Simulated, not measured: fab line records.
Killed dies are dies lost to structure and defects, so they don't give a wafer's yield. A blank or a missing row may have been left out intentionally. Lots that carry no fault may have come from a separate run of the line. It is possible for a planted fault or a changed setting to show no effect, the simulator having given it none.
Matching of chambers	flow n5Finfet	4 sister chambers for N5_BEOL_M9_ETCH_65 on rieDiel-06
The step etches SiARC in CF4, target depth 15.6 nm, time 26 s. 8 wafers are shown with their chamber, then 12 later ones without.

WAFERS PAIRED WITH THEIR CHAMBERS
wafer	chamber	showerheadPlenumPTorr (Torr)	throttleValvePct (%)
L080.1	1	2.11	16.15
L080.5	1	2.11	16.16
L087.2	3	2.18	15.20
L087.3	0	2.19	15.23
L087.6	0	2.19	15.26
L090.1	2	2.15	15.87
L090.2	3	2.17	15.20
L090.6	2	2.15	15.87

WAFERS MISSING THEIR CHAMBER
wafer	showerheadPlenumPTorr (Torr)	throttleValvePct (%)
L088.2	2.15	15.86
L088.4	2.18	15.27
L088.6	2.15	15.89
L089.2	2.17	15.21
L089.3	2.18	15.28
L089.6	2.11	15.68
L092.3	2.11	15.69
L092.4	2.18	15.28
L092.6	2.18	15.27
L094.1	2.10	15.69
L094.5	2.15	15.89
L094.6	2.10	15.71

THE CHAMBER EACH PASSED THROUGH
wafer	from the rows above	in truth
L088.2	2	2
L088.4	0	0
L088.6	2	2
L089.2	3	3
L089.3	0	0
L089.6	2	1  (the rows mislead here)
L092.3	2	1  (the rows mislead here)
L092.4	0	0
L092.6	0	0
L094.1	2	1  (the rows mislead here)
L094.5	2	2
L094.6	2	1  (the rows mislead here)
8 of 12 placed correctly. From these rows, 0 cannot be placed. Wrongly placed: 4.
How it was worked out, from the rows above alone: a wafer's distance from a chamber is the root of the sum, over the readings, of the square of ((its reading less the chamber's mean) divided by the reading's scatter). The wafer belongs to the nearest chamber; if the next one is less than 2 further off, it can't be placed. The mean given for a chamber averages the wafers shown for that chamber. The scatter: take each reading less its chamber's mean, square it, sum over the shown wafers, divide by the number of wafers less the number of chambers, and take the root.
